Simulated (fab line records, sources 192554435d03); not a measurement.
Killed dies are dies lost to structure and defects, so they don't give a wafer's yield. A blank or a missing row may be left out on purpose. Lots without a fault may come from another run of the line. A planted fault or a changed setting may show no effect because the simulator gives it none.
fab line records | flow n5_finfet | part 1 of 2: steps 1 to 22 of 31
record lots=5 wafers=15 last_day=19
route steps=1938 shown BEOL_M14@1739
lots that met no fault: from a run of the same line without faults
start_h: hours from the record's first day to the start of the lot's first wafer shown | wait_h: hours since the lot's step before | " the same as in the row above | L1.1+2: a row that stands for several wafers | - no value, or no start given | * or withheld: withheld | < > ~ a bound
route shown NAME@n: a module of which the file shows steps, and the number in the route of the first | usual: mean/standard deviation of fault-free wafers | same: alike in all rows | chamber/n: place in a boat | sites: the reading at each site | _std_site: their standard deviation | _edge_site: outer sites' mean less inner sites' | radius_mm: how far each site lies from the wafer's centre | mask NAME#n: copy n | behind: the tool/chamber that last shaped the wafer | hold: why the lot was held/for how many hours/how that ended | device: the transistor (n, p or np) that didn't switch | end of line: the same wafers' tests at the end of the route | a step without rows: its recipe alone | killed: dies lost to structure and defects at the first sort, not the wafer's yield | map: a wafer's dies, x killed, . not, _ none there
set.NAME: the setting as run; set.NAME@STEP: as run at that earlier step | model.NAME: the simulator's own value behind a step, which no gauge read
lots at some steps of the route; a table a step, a row a wafer
services: from which hour (start_h, from the record's first day; less than 0 if before it) a tool's chamber was out of use, for how many hours, and why
## steps
# step N5_BEOL_M14_COAT_22
# recipe spin_rpm=2888 resist_thk_nm=300
# columns lot.wafer tool chamber start_h wait_h
L081.1+3+6 litho_track-02 0 - -
L091.1+3+5 litho_track-05 0 - -
L094.1+4+5 litho_track-05 0 - -
L093.2+3+4 litho_track-03 0 - -
L097.4+5+6 litho_track-03 0 - -
# step N5_BEOL_M14_EBR_24
# recipe solvent=PGMEA ebr_width_mm=1.5
# columns lot.wafer tool chamber start_h wait_h
L081.1+3+6 litho_track-02 0 - -
L091.1+3+5 litho_track-05 0 - -
L094.1+4+5 litho_track-05 0 - -
L093.2+3+4 litho_track-03 0 - -
L097.4+5+6 litho_track-03 0 - -
# step N5_BEOL_M14_SOFTBAKE_23
# recipe temp_c=130 time_s=60
# columns lot.wafer tool chamber start_h wait_h
L081.1+3+6 litho_track-02 0 - -
L091.1+3+5 litho_track-05 0 - -
L094.1+4+5 litho_track-05 0 - -
L093.2+3+4 litho_track-03 0 - -
L097.4+5+6 litho_track-03 0 - -
# step N5_BEOL_M14_EXPOSE_25
# recipe mask_id=M14 na=0.8 source_shape=annular sigma_inner=0.5 sigma_outer=0.8 polarization=unpolarized target_cd_nm=280 dose_mj=26.6
# same na=0.8
# columns lot.wafer tool chamber start_h wait_h mask
L081.1+3+6 krf_scanner-02 0 295.88 - M14#0
L091.1+3+5 krf_scanner-02 0 383.68 - M14#0
L094.1+4+5 krf_scanner-02 0 390.98 - M14#0
L093.2+3+4 krf_scanner-01 0 392.46 - M14#0
L097.4+5+6 krf_scanner-02 0 422.13 - M14#0
# step N5_BEOL_M14_PEB_26
# recipe peb_temp_c=130 peb_time_s=90
# columns lot.wafer tool chamber start_h wait_h
L081.1+3+6 litho_track-02 0 295.93 0.1
L091.1+3+5 litho_track-02 0 383.74 0.1
L094.1+4+5 litho_track-03 0 391.04 0.1
L093.2+3+4 litho_track-03 0 392.51 0.0
L097.4+5+6 litho_track-03 0 422.17 0.0
# step N5_BEOL_M14_DEVELOP_27
# recipe develop_time_s=45 rinse_liquid=diw dry=air_spin dev_temp_c=21
# columns lot.wafer tool chamber start_h wait_h
L081.1+3+6 litho_track-02 0 - -
L091.1+3+5 litho_track-02 0 - -
L094.1+4+5 litho_track-03 0 - -
L093.2+3+4 litho_track-03 0 - -
L097.4+5+6 litho_track-03 0 - -
# step N5_BEOL_M14_HARDBAKE_32
# recipe temp_c=130 time_s=120
# columns lot.wafer tool chamber start_h wait_h
L081.1+3+6 litho_track-02 0 - -
L091.1+3+5 litho_track-02 0 - -
L094.1+4+5 litho_track-03 0 - -
L093.2+3+4 litho_track-03 0 - -
L097.4+5+6 litho_track-03 0 - -
# step N5_BEOL_M14_CD_MEAS_28
# recipe target_cd_nm=284.4 landing_energy_ev=500 detector=se_inlens
# usual cd_nm=284.5/1.9
# columns lot.wafer tool chamber start_h wait_h cd_nm
L081.1 cd_sem-03 0 296.05 - 287.9
L081.3 " 0 " " 287.3
L081.6 " 0 " " 282.8
L091.1 cd_sem-02 0 383.85 - 287.3
L091.3 " 0 " " 287.0
L091.5 " 0 " " 284.3
L094.1 cd_sem-02 0 391.15 - 283.1
L094.4 " 0 " " 287.1
L094.5 " 0 " " 285.2
L093.2 cd_sem-03 0 392.63 - 279.5
L093.3 " 0 " " 282.9
L093.4 " 0 " " 281.0
L097.4 cd_sem-02 0 422.28 - 280.5
L097.5 " 0 " " 283.9
L097.6 " 0 " " 282.9
# step N5_BEOL_M14_OVL_MEAS_29
# recipe points_per_wafer=44
# usual M14_OVL=0/5.5
# columns lot.wafer tool chamber start_h wait_h M14_OVL[nm]
L081.1 overlay-02 0 296.08 0.0 1
L081.3 " 0 " " 9
L081.6 " 0 " " -5
L091.1 overlay-02 0 383.88 0.0 -1
L091.3 " 0 " " -11
L091.5 " 0 " " 2
L094.1 overlay-02 0 391.18 0.0 4
L094.4 " 0 " " 4
L094.5 " 0 " " 3
L093.2 overlay-01 0 392.66 0.0 9
L093.3 " 0 " " 0
L093.4 " 0 " " 8
L097.4 overlay-02 0 422.31 0.0 1
L097.5 " 0 " " -10
L097.6 " 0 " " 6
# step N5_BEOL_M14_INSPECT_30
# recipe mode=adi inspect_instrument=macro
# usual raw_defect_count=1.9/1.4
# columns lot.wafer tool chamber start_h wait_h raw_defect_count
L081.1 defect_inspect-01 - 296.10 0.0 2
L081.3 " - " " 5
L081.6 " - " " 0
L091.1 defect_inspect-02 - 383.91 0.0 3
L091.3 " - " " 8
L091.5 " - " " 2
L094.1 defect_inspect-01 - 391.21 0.0 2
L094.4 " - " " 0
L094.5 " - " " 2
L093.2 defect_inspect-02 - 392.68 0.0 1
L093.3 " - " " 2
L093.4 " - " " 2
L097.4 defect_inspect-01 - 422.34 0.0 2
L097.5 " - " " 1
L097.6 " - " " 2
# step N5_BEOL_M14_DESCUM_33
# recipe chemistry=O2 time_s=7.9 source_power_w=50 bias_power_w=20 pressure_mtorr=20 rf_frequency_hz=2.712e+07 temp_c=40 o2_flow_sccm=225
# usual drypump_motor_current_A=5.6/0.46 o2_flow_sccm=225.0/0.71 oes_product_au=0.80/0.08 rf_vpp_V=243.3/1.4 showerhead_plenum_p_Torr=2.10/0.081 throttle_valve_pct=20.40/0.27
# columns lot.wafer tool chamber start_h wait_h drypump_motor_current_A o2_flow_sccm oes_product_au rf_hours_counter_h rf_vpp_V showerhead_plenum_p_Torr throttle_valve_pct
L081.1 rie_diel-05 0 296.14 0.0 6.4 226.0 0.71 211 240.7 1.98 20.42
L081.3 " 3 " " 5.5 225.1 0.92 11 243.8 2.14 20.38
L081.6 " 3 " " 5.6 225.7 0.92 - 244.2 2.14 20.39
L091.1 rie_diel-04 3 383.94 0.0 5.8 226.0 0.71 230 241.5 1.97 20.70
L091.3 " 1 " " 5.9 224.8 0.67 243 244.2 2.14 20.25
L091.5 " 1 " " 5.9 225.7 0.67 - 245.2 2.14 20.23
L094.1 rie_diel-04 0 391.27 0.1 4.7 225.4 0.76 154 243.7 2.08 20.26
L094.4 " 1 " " 5.9 223.8 0.67 246 244.0 2.14 20.24
L094.5 " 3 " " 5.8 226.2 0.71 - 241.0 1.97 20.71
L093.2 rie_diel-05 2 392.88 0.2 5.2 223.9 0.84 81 244.7 2.20 20.05
L093.3 " 0 " " 6.4 225.6 0.69 246 241.1 1.97 20.49
L093.4 " 2 " " 5.2 225.3 0.84 - 245.3 2.20 20.04
L097.4 rie_diel-06 2 422.37 0.0 4.9 225.1 0.86 65 240.6 2.05 20.00
L097.5 " 3 " " 6.0 225.2 0.72 - 245.4 2.19 20.82
L097.6 " 2 " " 4.9 225.4 0.85 - 241.8 2.05 19.99
# step N5_BEOL_M14_ETCH_67
# recipe chemistry=CF4 target=SiARC target_depth_a=1430 time_s=238.3 ion_energy_ev=80 pressure_mtorr=40 source_w=545 bias_w=36 Ar_flow_sccm=100 cf4_flow_sccm=100 ends=cleared
# usual drypump_motor_current_A=5.6/0.46 etch_rf_on_time_s=235/5.7 oes_product_au=0.69/0.07 rf_vpp_V=184.1/1.3 showerhead_plenum_p_Torr=2.15/0.078 throttle_valve_pct=15.58/0.26
# columns lot.wafer tool chamber start_h wait_h drypump_motor_current_A etch_rf_on_time_s oes_product_au rf_hours_counter_h rf_vpp_V showerhead_plenum_p_Torr throttle_valve_pct
L081.1 rie_diel-05 0 296.17 0.0 6.4 246 0.60 211 182.9 2.04 15.68
L081.3 " 3 " " 5.5 231 0.80 11 185.5 2.18 15.53
L081.6 " 3 " " 5.5 233 0.79 - 184.0 2.18 15.52
L091.1 rie_diel-04 3 383.98 0.0 5.8 232 0.61 230 182.2 2.04 15.98
L091.3 " 1 " " 6.0 241 0.58 243 184.4 2.19 15.53
L091.5 " 1 " " 5.9 241 0.59 - 185.1 2.19 15.54
L094.1 rie_diel-04 0 391.31 0.0 4.8 241 0.63 154 184.1 2.14 15.54
L094.4 " 1 " " 5.9 241 0.58 246 185.3 2.18 15.53
L094.5 " 3 " " 5.8 231 0.61 - 182.3 2.04 15.97
L093.2 rie_diel-05 2 392.92 0.0 5.2 231 0.72 81 185.0 2.25 15.33
L093.3 " 0 " " 6.4 244 0.58 246 181.5 2.02 15.75
L093.4 " 2 " " 5.2 230 0.73 - 184.8 2.25 15.33
L097.4 rie_diel-06 2 422.40 0.0 5.0 235 0.75 65 183.0 2.09 15.08
L097.5 " 3 " " 6.0 235 0.62 - 182.9 2.21 15.84
L097.6 " 2 " " 5.0 234 0.75 - 184.4 2.09 15.08
# step N5_BEOL_M14_ETCH_68
# recipe chemistry=N2/H2 target=SOC mask_material=SiARC source_w=3000 bias_w=350 temp_c=40 time_s=450 ion_energy_ev=200 pressure_mtorr=30 n2_flow_sccm=200 h2_flow_sccm=200
# usual drypump_motor_current_A=5.6/0.46 n2_flow_sccm=200.0/0.56 oes_product_au=0.80/0.081 rf_vpp_V=524.1/2.8 showerhead_plenum_p_Torr=2.55/0.097 throttle_valve_pct=17.68/0.28
# columns lot.wafer tool chamber start_h wait_h drypump_motor_current_A n2_flow_sccm oes_product_au rf_hours_counter_h rf_vpp_V showerhead_plenum_p_Torr throttle_valve_pct
L081.1 rie_diel-05 0 296.32 0.1 6.4 199.8 0.72 211 520.3 2.42 17.77
L081.3 " 3 " " 5.5 199.8 0.93 11 526.2 2.58 17.53
L081.6 " 3 " " 5.5 200.1 0.94 - 526.8 2.58 17.52
L091.1 rie_diel-04 3 384.12 0.1 5.8 198.5 0.70 230 520.8 2.39 17.94
L091.3 " 1 " " 5.9 200.0 0.67 243 524.4 2.60 17.69
L091.5 " 1 " " 5.9 200.1 0.67 - 525.6 2.60 17.66
L094.1 rie_diel-04 0 391.46 0.1 4.8 199.7 0.75 155 523.3 2.53 17.70
L094.4 " 1 " " 5.9 199.3 0.68 246 524.8 2.60 17.68
L094.5 " 3 " " 5.8 200.3 0.70 - 519.1 2.39 17.95
L093.2 rie_diel-05 2 393.06 0.1 5.2 200.3 0.84 81 528.1 2.66 17.23
L093.3 " 0 " " 6.4 199.7 0.69 246 520.7 2.40 17.84
L093.4 " 2 " " 5.2 200.3 0.84 - 526.9 2.66 17.26
L097.4 rie_diel-06 2 422.55 0.1 4.9 200.3 0.87 65 520.6 2.47 17.24
L097.5 " 3 " " 6.0 200.7 0.71 - 525.4 2.64 17.97
L097.6 " 2 " " 4.9 199.8 0.87 - 523.3 2.47 17.24
# step N5_BEOL_M14_STRIP_69
# recipe chemistry=N2/H2 temp_c=40 n2_flow_sccm=200 h2_flow_sccm=200 rf_frequency_hz=6e+07
# columns lot.wafer tool chamber start_h wait_h
L081.1+3+6 rie_diel-05 0,3,3 296.58 0.1
L091.1+3+5 rie_diel-04 3,1,1 384.39 0.1
L094.1+4+5 rie_diel-04 0,1,3 391.72 0.1
L093.2+3+4 rie_diel-05 2,0,2 393.33 0.1
L097.4+5+6 rie_diel-06 2,3,2 422.81 0.1
# step N5_BEOL_M14_TRENCH_ETCH_34
# recipe chemistry=C4F8/O2/Ar target=SiO2 target_depth_a=5566.5 mask_material=SOC he_inner_torr=15 he_outer_torr=30 time_s=126.9 ion_energy_ev=800 pressure_mtorr=20 source_w=1905 bias_w=2040 Ar_flow_sccm=400 C4F8_flow_sccm=16 O2_flow_sccm=12
# usual drypump_motor_current_A=5.6/0.46 he_inner_torr=15.00/0.031 oes_o_777_au=0.81/0.083 oes_product_au=0.80/0.082 rf_vpp_V=2240/45 showerhead_plenum_p_Torr=3.45/0.12 throttle_valve_pct=30.8/0.35
# columns lot.wafer tool chamber start_h wait_h drypump_motor_current_A he_inner_torr oes_o_777_au oes_product_au rf_hours_counter_h rf_vpp_V showerhead_plenum_p_Torr throttle_valve_pct
L081.1 rie_diel-05 0 296.59 0.0 6.4 15.00 0.69 0.70 211 2194 3.28 30.9
L081.3 " 3 " " 5.6 14.99 0.93 0.92 11 2234 3.48 30.6
L081.6 " 3 " " 5.6 15.03 0.93 0.93 - 2232 3.48 30.6
L091.1 rie_diel-04 3 384.40 0.0 5.8 14.96 0.74 0.72 230 2214 3.26 31.2
L091.3 " 1 " " 5.9 15.00 0.69 0.68 244 2298 3.50 30.6
L091.5 " 1 " " 5.9 14.98 0.69 0.69 - 2298 3.50 30.6
L094.1 rie_diel-04 0 391.73 0.0 4.7 14.94 0.73 0.74 155 2306 3.44 30.8
L094.4 " 1 " " 5.9 15.01 0.68 0.68 246 2297 3.50 30.6
L094.5 " 3 " " 5.8 15.00 0.73 0.72 - 2214 3.26 31.2
L093.2 rie_diel-05 2 393.34 0.0 5.2 15.00 0.85 0.84 81 2210 3.59 30.3
L093.3 " 0 " " 6.4 14.97 0.68 0.67 246 2191 3.27 30.9
L093.4 " 2 " " 5.2 15.02 0.84 0.85 - 2210 3.59 30.4
L097.4 rie_diel-06 2 422.82 0.0 5.0 14.96 0.88 0.87 65 2254 3.33 30.2
L097.5 " 3 " " 6.0 14.96 0.74 0.73 - 2197 3.54 31.1
L097.6 " 2 " " 5.0 14.97 0.88 0.88 - 2254 3.33 30.2
# step N5_BEOL_M14_STRIP_70
# recipe chemistry=C4F8/O2/Ar resist=SiARC rf_frequency_hz=6e+07
# columns lot.wafer tool chamber start_h wait_h
L081.1+3+6 rie_diel-05 0,3,3 296.71 0.1
L091.1+3+5 rie_diel-04 3,1,1 384.51 0.1
L094.1+4+5 rie_diel-04 0,1,3 391.84 0.1
L093.2+3+4 rie_diel-05 2,0,2 393.45 0.1
L097.4+5+6 rie_diel-06 2,3,2 422.94 0.1
# step N5_BEOL_M14_OCD_MEAS_35
# usual trench_depth_nm=563/13
# columns lot.wafer tool chamber start_h wait_h trench_depth_nm
L081.1 ocd-01 - 296.75 0.0 538
L081.3 " - " " 570
L081.6 " - " " 570
L091.1 ocd-01 - 384.55 0.0 573
L091.3 " - " " 549
L091.5 " - " " 552
L094.1 ocd-02 - 391.88 0.0 543
L094.4 " - " " 547
L094.5 " - " " 569
L093.2 ocd-01 - 393.49 0.0 570
L093.3 " - " " 536
L093.4 " - " " 575
L097.4 ocd-02 - 422.98 0.0 565
L097.5 " - " " 562
L097.6 " - " " 565
# step N5_BEOL_M14_STRIP_37
# recipe chemistry=O2 power_w=600 temp_c=60 pressure_mtorr=30 rf_frequency_hz=6e+07 bias_power_w=0 overash_fraction=0.3 o2_flow_sccm=225
# usual drypump_motor_current_A=5.6/0.45 o2_flow_sccm=225.0/0.65 oes_product_au=0.79/0.078 rf_vpp_V=3.7/0.91 showerhead_plenum_p_Torr=2.10/0.081 throttle_valve_pct=16.67/0.25
# same overash_fraction=0.3
# columns lot.wafer tool chamber start_h wait_h drypump_motor_current_A o2_flow_sccm oes_product_au rf_hours_counter_h rf_vpp_V showerhead_plenum_p_Torr throttle_valve_pct
L081.1 rie_diel-04 0 300.91 4.2 4.7 225.3 0.78 122 4.7 2.10 16.47
L081.3 " 2 " " 5.8 225.3 0.75 127 3.5 2.11 16.85
L081.6 " 2 " " 5.8 224.4 0.76 - 4.5 2.11 16.79
L091.1 rie_diel-04 2 387.40 2.8 5.8 224.8 0.73 156 4.4 2.10 16.91
L091.3 " 0 " " 4.8 226.0 0.75 153 3.6 2.08 16.51
L091.5 " 1 " " 5.9 224.5 0.68 - 4.7 2.14 16.56
L094.1 rie_diel-06 2 392.95 1.1 5.0 225.2 0.88 55 2.5 2.06 16.23
L094.4 " 0 " " 5.8 226.7 0.82 - 3.4 2.19 16.69
L094.5 " 2 " " 5.0 224.8 0.88 - 3.1 2.06 16.15
L093.2 rie_diel-04 3 398.01 4.5 5.7 225.8 0.70 236 2.4 1.98 16.99
L093.3 " 2 " " 5.8 224.5 0.73 160 4.6 2.10 16.89
L093.4 " 0 " " 4.8 224.5 0.76 157 4.0 2.08 16.53
L097.4 rie_diel-06 0 423.99 1.0 5.8 224.9 0.82 110 2.0 2.19 16.70
L097.5 " 2 " " 4.9 224.2 0.86 - 2.7 2.05 16.22
L097.6 " 1 " " 5.8 225.6 0.69 - 3.2 1.99 16.90
# step N5_BEOL_M14_ETCH_38
# recipe chemistry=CF4/N2 target=SiCN target_depth_a=1065 taper_deg=2 time_s=120.6 ion_energy_ev=150 mask_material=SiO2 pressure_mtorr=40 source_w=430 bias_w=70 Ar_flow_sccm=100 cf4_flow_sccm=60 n2_flow_sccm=60
# usual drypump_motor_current_A=5.6/0.45 n2_flow_sccm=60.00/0.18 oes_product_au=0.79/0.079 rf_vpp_V=382.2/2.2 showerhead_plenum_p_Torr=2.21/0.082 throttle_valve_pct=15.45/0.26
# columns lot.wafer tool chamber start_h wait_h drypump_motor_current_A n2_flow_sccm oes_product_au rf_hours_counter_h rf_vpp_V showerhead_plenum_p_Torr throttle_valve_pct
L081.1 rie_diel-04 0 - - 4.8 59.95 0.77 122 383.1 2.21 15.28
L081.3 " 2 " " 5.8 59.92 0.78 127 382.6 2.22 15.59
L081.6 " 2 " " 5.8 60.15 0.77 - 381.9 2.22 15.57
L091.1 rie_diel-04 2 - - 5.8 60.15 0.75 156 381.0 2.21 15.64
L091.3 " 0 " " 4.8 59.97 0.75 153 381.9 2.20 15.34
L091.5 " 1 " " 5.9 60.13 0.69 - 383.6 2.25 15.37
L094.1 rie_diel-06 2 - - 5.0 60.06 0.88 55 381.9 2.15 14.90
L094.4 " 0 " " 5.8 59.75 0.82 - 384.1 2.33 15.59
L094.5 " 2 " " 5.0 59.93 0.89 - 379.8 2.15 14.89
L093.2 rie_diel-04 3 - - 5.8 60.03 0.72 236 378.3 2.09 15.79
L093.3 " 2 " " 5.8 59.59 0.74 160 382.0 2.21 15.66
L093.4 " 0 " " 4.8 59.96 0.74 157 381.0 2.20 15.35
L097.4 rie_diel-06 0 - - 5.8 59.97 0.82 110 386.2 2.32 15.63
L097.5 " 2 " " 4.9 60.04 0.87 - 380.2 2.15 14.90
L097.6 " 1 " " 5.8 59.77 0.70 - 378.7 2.10 15.70
# step N5_BEOL_M14_PRECLEAN_39
# recipe chemistry=residue_remover time_s=60 temp_c=40
# usual bath_heat_duty_pct=4.6/0.65
# columns lot.wafer tool chamber start_h wait_h bath_heat_duty_pct
L081.1 wet_bench-02 5 301.10 - 4.9
L081.3 " 3 " " 3.3
L081.6 " 4 " " 4.3
L091.1 wet_bench-02 3 387.63 - 3.7
L091.3 " 5 " " 5.3
L091.5 " 6 " " 4.0
L094.1 wet_bench-03 5 393.15 - 3.5
L094.4 " 7 " " 5.2
L094.5 " 1 " " 4.2
L093.2 wet_bench-03 5 398.20 - 3.7
L093.3 " 2 " " 4.5
L093.4 " 6 " " 5.3
L097.4 wet_bench-03 5 424.18 - 3.3
L097.5 " 1 " " 4.4
L097.6 " 0 " " 5.1
# step N5_BEOL_M14_SRD_40
# recipe time_s=30 temp_c=23 rinse_liquid=diw dry=n2_spin spin_rpm=1500 dry_time_s=30
# usual bath_heat_duty_pct=3.8/0.63
# same dry_time_s=30
# columns lot.wafer tool chamber start_h wait_h bath_heat_duty_pct
L081.1 wet_bench-02 5 301.12 0.0 4.1
L081.3 " 3 " " 3.2
L081.6 " 4 " " 3.0
L091.1 wet_bench-02 3 387.65 0.0 3.3
L091.3 " 5 " " 3.4
L091.5 " 6 " " 3.8
L094.1 wet_bench-03 5 393.17 0.0 3.1
L094.4 " 7 " " 4.1
L094.5 " 1 " " 4.4
L093.2 wet_bench-03 5 398.22 0.0 3.4
L093.3 " 2 " " 4.7
L093.4 " 6 " " 4.5
L097.4 wet_bench-03 5 424.20 0.0 3.8
L097.5 " 1 " " 4.1
L097.6 " 0 " " 3.7
# step N5_BEOL_M14_DEGAS_41
# recipe ambient=vacuum temp_c=300 time_s=60
# usual heater_power_w=465/39 susceptor_temp_C=300.03/0.18
# columns lot.wafer tool chamber start_h wait_h heater_power_w susceptor_temp_C
L081.1 pvd_sputter-02 - 301.46 0.3 457 299.51
L081.3 " - " " 513 299.75
L081.6 " - " " 449 300.10
L091.1 pvd_sputter-02 - 388.12 0.4 455 300.04
L091.3 " - " " 436 299.95
L091.5 " - " " 457 300.05
L094.1 pvd_sputter-02 - 393.66 0.5 468 299.93
L094.4 " - " " 445 299.94
L094.5 " - " " 518 299.86
L093.2 pvd_sputter-02 - 398.60 0.4 465 299.86
L093.3 " - " " 515 300.20
L093.4 " - " " 458 300.12
L097.4 pvd_sputter-01 - 424.55 0.3 508 300.24
L097.5 " - " " 496 299.99
L097.6 " - " " 385 299.74
